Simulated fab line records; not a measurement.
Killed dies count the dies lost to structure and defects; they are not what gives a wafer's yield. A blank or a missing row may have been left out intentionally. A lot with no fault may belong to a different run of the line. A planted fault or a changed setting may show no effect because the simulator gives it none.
Which tool is to blame?	flow nand_harc	at 1 step of a route of 1302, 12 lots with 36 wafers sampled

== WHAT EACH GAUGE READ, for each wafer ==
NHARC_P_M0_OVL_MEAS_10: pitch 180 nm.
lot	measured	on	overlay_x_nm (nm)	overlay_y_nm (nm)
L859	day 5 23:47	overlay-02	1.0 0.8 0.8	-0.4 0.6 0.0
L862	day 7 06:48	overlay-02	0.2 0.1 0.6	0.1 -0.5 0.1
L861	day 7 09:22	overlay-01	-0.7 -0.5 -0.7	1.2 1.3 1.2
L863	day 7 18:43	overlay-02	-0.3 -1.0 -0.1	1.9 1.9 1.5
L872	day 12 05:00	overlay-01	-0.4 0.1 -0.6	-0.3 0.9 0.3
L873	day 12 05:59	overlay-02	0.2 1.1 0.5	1.5 1.0 1.3
L876	day 13 05:06	overlay-02	0.0 0.4 -0.4	0.4 -0.1 0.1
L877	day 13 11:28	overlay-02	0.1 -0.3 -0.2	0.5 0.5 0.0
L879	day 14 02:55	overlay-01	0.6 1.4 0.6	-0.4 -0.3 -0.4
L878	day 14 03:43	overlay-01	-0.8 -0.5 -0.7	-0.2 -0.8 -0.6
L880	day 14 15:16	overlay-02	-0.7 -0.8 -1.2	0.5 0.6 0.6
L881	day 15 04:03	overlay-02	-0.5 -0.5 -0.7	-1.0 -0.7 -0.9

== EACH LOT AND THE TOOL THAT RAN IT (in order: tool; ch and the chambers of the sampled wafers; start) ==
The record holds no process step before these readings.

== AS READ BY THE TOOLS THEMSELVES (means over the sampled wafers that have a number; for cases with no such wafer, the mark the record gives instead) ==
The record holds no such reading with a usual standard deviation.

== THE ANSWER, worked out from the rows above alone ==
Rule: the lots themselves supply what counts as usual. The widest of any qualifying gaps counts: lots, ordered by their means at a reading, are off when they make up no more than a third of the lots, leave a main group of 4 or more, and stand apart from it by 3 or more times the standard deviation of that group's means. A main group whose means are all the same, to the digits that the tables above print for the reading, isn't used. A lot without any number at a reading at which 4 lots or more have one is off too. Any other lot the step has rows for is counted as sound. After the gauges, taken in route order, come the tools' own readings; for these a lot's mean is taken, as printed above. At the first step where some lot is off, the reading lying furthest off is the one used; lots without a number count as furthest.
Nothing can be told from this: no lot is off at any reading shown.

== WHAT WAS PUT IN BY THE SIMULATOR ==
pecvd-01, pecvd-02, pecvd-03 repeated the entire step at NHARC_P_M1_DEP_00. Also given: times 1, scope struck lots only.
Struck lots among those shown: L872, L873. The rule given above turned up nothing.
